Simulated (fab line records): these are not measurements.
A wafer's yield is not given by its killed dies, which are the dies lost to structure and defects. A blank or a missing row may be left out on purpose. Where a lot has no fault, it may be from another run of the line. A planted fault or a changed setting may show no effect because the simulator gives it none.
Split-lot experiment / flow n5 finfet / 39 wafers read from 7 lots, route of 1938 steps

== ON THE SPLIT ==
At N5_FIN_SAQP_HM_DEP_72 (deposits SiO2 from SiH4/N2O, target thk 12 nm, time 7.2 s), the setting target thk a was moved away from the recipe's 120 angstrom on 15 of the 39 wafers read, by +15.6% to +56.3%. This setting was run at the recipe's value on the other wafers.

== FROM THE SPLIT TO THE READING: what the file shows between them, 4 steps ==
- N5_FIN_SAQP_COAT_49: time 60 s, resist thk 100 nm
- N5_FIN_SAQP_COAT_50: time 60 s, resist thk 35 nm
- N5_FIN_SAQP_ETCH_52: etches SOC in N2/H2, target depth 100 nm, overetch 20 nm, time 150 s
- N5_FIN_SAQP_STRIP_53: strips in N2/H2

== THE READING ==
etch.depth nm (the simulator's own value, which no gauge read), in nm, at N5_FIN_SAQP_HM_OPEN_73 (chemistry CHF3/O2, target SiO2, stops on a-Si, target depth 12 nm, time 16.8 s). The file does not state a usual value for it. Here, 24 wafers ran the recipe; their average is 12.12 nm with a standard deviation of 0.15 nm.

wafer=L074.1; tool, chamber at the split=pecvd-04, 0; target thk a as run, angstrom=173.4; against the recipe=+44.5%; etch.depth nm, nm=17.02; against lot-mates on the recipe=+5.00
wafer=L074.2; tool, chamber at the split=pecvd-04, 1; target thk a as run, angstrom=120; against the recipe=recipe; etch.depth nm, nm=12.19; against lot-mates on the recipe=-
wafer=L074.3; tool, chamber at the split=pecvd-04, 2; target thk a as run, angstrom=120; against the recipe=recipe; etch.depth nm, nm=11.93; against lot-mates on the recipe=-
wafer=L074.4; tool, chamber at the split=pecvd-04, 2; target thk a as run, angstrom=120; against the recipe=recipe; etch.depth nm, nm=11.95; against lot-mates on the recipe=-
wafer=L074.5; tool, chamber at the split=pecvd-04, 1; target thk a as run, angstrom=173.4; against the recipe=+44.5%; etch.depth nm, nm=17.42; against lot-mates on the recipe=+5.40
wafer=L074.6; tool, chamber at the split=pecvd-04, 0; target thk a as run, angstrom=173.4; against the recipe=+44.5%; etch.depth nm, nm=17.48; against lot-mates on the recipe=+5.46
wafer=L075.1; tool, chamber at the split=pecvd-02, 0; target thk a as run, angstrom=120; against the recipe=recipe; etch.depth nm, nm=12.01; against lot-mates on the recipe=-
wafer=L075.2; tool, chamber at the split=pecvd-02, 2; target thk a as run, angstrom=120; against the recipe=recipe; etch.depth nm, nm=12.02; against lot-mates on the recipe=-
wafer=L075.3; tool, chamber at the split=pecvd-02, 1; target thk a as run, angstrom=120; against the recipe=recipe; etch.depth nm, nm=12.04; against lot-mates on the recipe=-
wafer=L075.4; tool, chamber at the split=pecvd-02, 1; target thk a as run, angstrom=120; against the recipe=recipe; etch.depth nm, nm=12.06; against lot-mates on the recipe=-
wafer=L075.5; tool, chamber at the split=pecvd-02, 0; target thk a as run, angstrom=120; against the recipe=recipe; etch.depth nm, nm=12.3; against lot-mates on the recipe=-
wafer=L075.6; tool, chamber at the split=pecvd-02, 2; target thk a as run, angstrom=120; against the recipe=recipe; etch.depth nm, nm=12.29; against lot-mates on the recipe=-
wafer=L076.1; tool, chamber at the split=pecvd-02, 2; target thk a as run, angstrom=155.3; against the recipe=+29.4%; etch.depth nm, nm=15.35; against lot-mates on the recipe=+3.15
wafer=L076.2; tool, chamber at the split=pecvd-02, 0; target thk a as run, angstrom=120; against the recipe=recipe; etch.depth nm, nm=12.19; against lot-mates on the recipe=-
wafer=L076.3; tool, chamber at the split=pecvd-02, 1; target thk a as run, angstrom=155.3; against the recipe=+29.4%; etch.depth nm, nm=15.37; against lot-mates on the recipe=+3.17
wafer=L076.4; tool, chamber at the split=pecvd-02, 2; target thk a as run, angstrom=120; against the recipe=recipe; etch.depth nm, nm=12.1; against lot-mates on the recipe=-
wafer=L076.5; tool, chamber at the split=pecvd-02, 0; target thk a as run, angstrom=155.3; against the recipe=+29.4%; etch.depth nm, nm=15.75; against lot-mates on the recipe=+3.55
wafer=L076.6; tool, chamber at the split=pecvd-02, 1; target thk a as run, angstrom=120; against the recipe=recipe; etch.depth nm, nm=12.3; against lot-mates on the recipe=-
wafer=L077.1; tool, chamber at the split=pecvd-01, 0; target thk a as run, angstrom=138.7; against the recipe=+15.6%; etch.depth nm, nm=13.78; against lot-mates on the recipe=+1.55
wafer=L077.2; tool, chamber at the split=pecvd-01, 1; target thk a as run, angstrom=120; against the recipe=recipe; etch.depth nm, nm=12.13; against lot-mates on the recipe=-
wafer=L077.3; tool, chamber at the split=pecvd-01, 2; target thk a as run, angstrom=138.7; against the recipe=+15.6%; etch.depth nm, nm=14.23; against lot-mates on the recipe=+2.00
wafer=L077.4; tool, chamber at the split=pecvd-01, 1; target thk a as run, angstrom=138.7; against the recipe=+15.6%; etch.depth nm, nm=14.06; against lot-mates on the recipe=+1.83
wafer=L077.5; tool, chamber at the split=pecvd-01, 0; target thk a as run, angstrom=120; against the recipe=recipe; etch.depth nm, nm=12.26; against lot-mates on the recipe=-
wafer=L077.6; tool, chamber at the split=pecvd-01, 2; target thk a as run, angstrom=120; against the recipe=recipe; etch.depth nm, nm=12.31; against lot-mates on the recipe=-
wafer=L078.3; tool, chamber at the split=pecvd-04, 2; target thk a as run, angstrom=120; against the recipe=recipe; etch.depth nm, nm=11.76; against lot-mates on the recipe=-
wafer=L078.5; tool, chamber at the split=pecvd-04, 2; target thk a as run, angstrom=120; against the recipe=recipe; etch.depth nm, nm=12.16; against lot-mates on the recipe=-
wafer=L078.6; tool, chamber at the split=pecvd-04, 0; target thk a as run, angstrom=120; against the recipe=recipe; etch.depth nm, nm=12.05; against lot-mates on the recipe=-
wafer=L080.1; tool, chamber at the split=pecvd-04, 1; target thk a as run, angstrom=187.6; against the recipe=+56.3%; etch.depth nm, nm=18.7; against lot-mates on the recipe=+6.62
wafer=L080.2; tool, chamber at the split=pecvd-04, 2; target thk a as run, angstrom=187.6; against the recipe=+56.3%; etch.depth nm, nm=18.46; against lot-mates on the recipe=+6.38
wafer=L080.3; tool, chamber at the split=pecvd-04, 0; target thk a as run, angstrom=120; against the recipe=recipe; etch.depth nm, nm=11.82; against lot-mates on the recipe=-
wafer=L080.4; tool, chamber at the split=pecvd-04, 0; target thk a as run, angstrom=120; against the recipe=recipe; etch.depth nm, nm=12.2; against lot-mates on the recipe=-
wafer=L080.5; tool, chamber at the split=pecvd-04, 2; target thk a as run, angstrom=120; against the recipe=recipe; etch.depth nm, nm=12.23; against lot-mates on the recipe=-
wafer=L080.6; tool, chamber at the split=pecvd-04, 1; target thk a as run, angstrom=187.6; against the recipe=+56.3%; etch.depth nm, nm=19.11; against lot-mates on the recipe=+7.03
wafer=L091.1; tool, chamber at the split=pecvd-01, 1,0; target thk a as run, angstrom=155.6; against the recipe=+29.7%; etch.depth nm, nm=15.55; against lot-mates on the recipe=+3.36
wafer=L091.2; tool, chamber at the split=pecvd-01, 1,0; target thk a as run, angstrom=155.6; against the recipe=+29.7%; etch.depth nm, nm=15.55; against lot-mates on the recipe=+3.36
wafer=L091.3; tool, chamber at the split=pecvd-01, 2; target thk a as run, angstrom=120; against the recipe=recipe; etch.depth nm, nm=12.26; against lot-mates on the recipe=-
wafer=L091.4; tool, chamber at the split=pecvd-01, 1; target thk a as run, angstrom=155.6; against the recipe=+29.7%; etch.depth nm, nm=15.83; against lot-mates on the recipe=+3.64
wafer=L091.5; tool, chamber at the split=pecvd-01, 2; target thk a as run, angstrom=120; against the recipe=recipe; etch.depth nm, nm=12.19; against lot-mates on the recipe=-
wafer=L091.6; tool, chamber at the split=pecvd-01, 0; target thk a as run, angstrom=120; against the recipe=recipe; etch.depth nm, nm=12.13; against lot-mates on the recipe=-
The file does not say which wafer passed through which chamber wherever a row lists several chambers: such a row stands for several wafers.

FIT RESULTS
A straight line over all 39 wafers: etch.depth nm changes by +0.117 nm for each +1% of target thk a; r = +1.00; the points scatter about the line by 0.18 nm.
The same after taking each lot's own level away (the mean of its wafers on the recipe; 39 wafers): +0.118 nm for each +1%; r = +1.00; scatter 0.17 nm.
Per that fit: largest target thk a move, reading shift of 6.6 nm.
From 11.990 to 12.233 nm: that is the span of the lots' own levels, equal to 1.6 times the standard deviation above.
Hence the lot-to-lot level has little effect on the slope; both slopes agree.
Check: +6.62 nm against its lot-mates is what the line predicts for one of the wafers moved furthest among these (+56.3%) when that wafer is left out of the fit. It came out at +6.62 nm against them.

== THE WHOLE CHAIN: every reading that the file lists as answering this split, in the file's order ==
step=N5_FIN_SAQP_HM_DEP_72; what it does=deposits SiO2 from SiH4/N2O, target thk 12 nm, time 7.2 s; reading=SiO2_of_FIN_SAQP_HM_DEP_72.thk nm (the simulator's own value, which no gauge read); change (the file's fit)=+0.117 nm for each +1% of the setting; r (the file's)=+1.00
step=N5_FIN_SAQP_HM_OPEN_73; what it does=chemistry CHF3/O2, target SiO2, stops on a-Si, target depth 12 nm, time 16.8 s; reading=etch.depth nm (the simulator's own value, which no gauge read); change (the file's fit)=+0.117 nm for each +1% of the setting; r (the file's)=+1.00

== THE FILE'S OWN FIT ==
etch.depth nm changes by +0.117 nm for each +1% of target thk a, r = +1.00.
